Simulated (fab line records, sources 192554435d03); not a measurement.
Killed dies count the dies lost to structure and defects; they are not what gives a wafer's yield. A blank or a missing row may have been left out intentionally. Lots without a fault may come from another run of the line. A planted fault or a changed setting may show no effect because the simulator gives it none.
Matching of chambers	flow n5Finfet	rieDiel-06 running N5_MOL_CONTACT_COAG_DESCUM_88: 4 sister chambers
The step chemistry O2, time 7 s. 18 wafers are shown with their chamber, then 9 later ones without.

WAFERS, EACH WITH ITS CHAMBER
wafer	chamber	drypumpMotorCurrentA (A)	showerheadPlenumPTorr (Torr)	throttleValvePct (%)
L074.2	1	5.4	2.09	20.77
L074.3	0	5.8	2.18	20.49
L074.5	0	5.8	2.18	20.49
L075.2	1	5.4	2.09	20.79
L075.3	3	5.2	2.01	20.16
L075.4	0	5.8	2.18	20.51
L076.1	2	6.3	1.97	20.63
L076.2	1	5.4	2.09	20.79
L076.5	2	6.3	1.97	20.63
L077.1	1	5.5	2.09	20.79
L077.2	3	5.2	2.01	20.17
L077.3	0	5.8	2.18	20.51
L079.1	1	5.4	2.09	20.78
L079.4	2	6.3	1.97	20.62
L079.5	0	5.8	2.18	20.50
L084.2	2	6.3	1.97	20.67
L084.3	0	5.8	2.17	20.52
L084.6	3	5.2	2.00	20.18

SIGNATURES (averages over the wafers above)
reading	chamber 0	chamber 1	chamber 2	chamber 3	scatter within a chamber
drypumpMotorCurrentA	5.800	5.420	6.300	5.200	0.0239
showerheadPlenumPTorr	2.1783	2.0900	1.9700	2.0067	0.00327
throttleValvePct	20.5033	20.7840	20.6375	20.1700	0.014
Rule: a wafer lies at a distance from a chamber equal to the root of the sum of squares, over the readings, of (its reading less the chamber's mean, divided by the reading's scatter). If the next closest chamber is less than 2 further off than the closest, the wafer can't be placed; otherwise it belongs to the closest. The scatter: the root of (the sum of the squares of (reading less its chamber's mean) over the shown wafers, divided by (wafers less chambers)).

WAFERS MISSING THEIR CHAMBER
wafer	drypumpMotorCurrentA (A)	showerheadPlenumPTorr (Torr)	throttleValvePct (%)
L086.3	5.8	2.17	20.53
L086.5	5.4	2.08	20.82
L086.6	5.2	2.00	20.19
L092.1	5.2	2.00	20.21
L092.2	5.4	2.08	20.85
L092.5	6.3	2.23	20.16
L093.1	5.4	2.08	20.85
L093.2	6.3	2.23	20.13
L093.5	6.3	2.22	20.14

EACH ONE'S CHAMBER
wafer	from the rows above	in truth
L086.3	0	0
L086.5	1	1
L086.6	3	3
L092.1	3	3
L092.2	1	1
L092.5	0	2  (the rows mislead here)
L093.1	1	1
L093.2	0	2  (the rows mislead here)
L093.5	0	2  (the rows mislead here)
6 of 9 placed correctly. Left unplaced by these rows: 0. Number placed wrongly: 3.
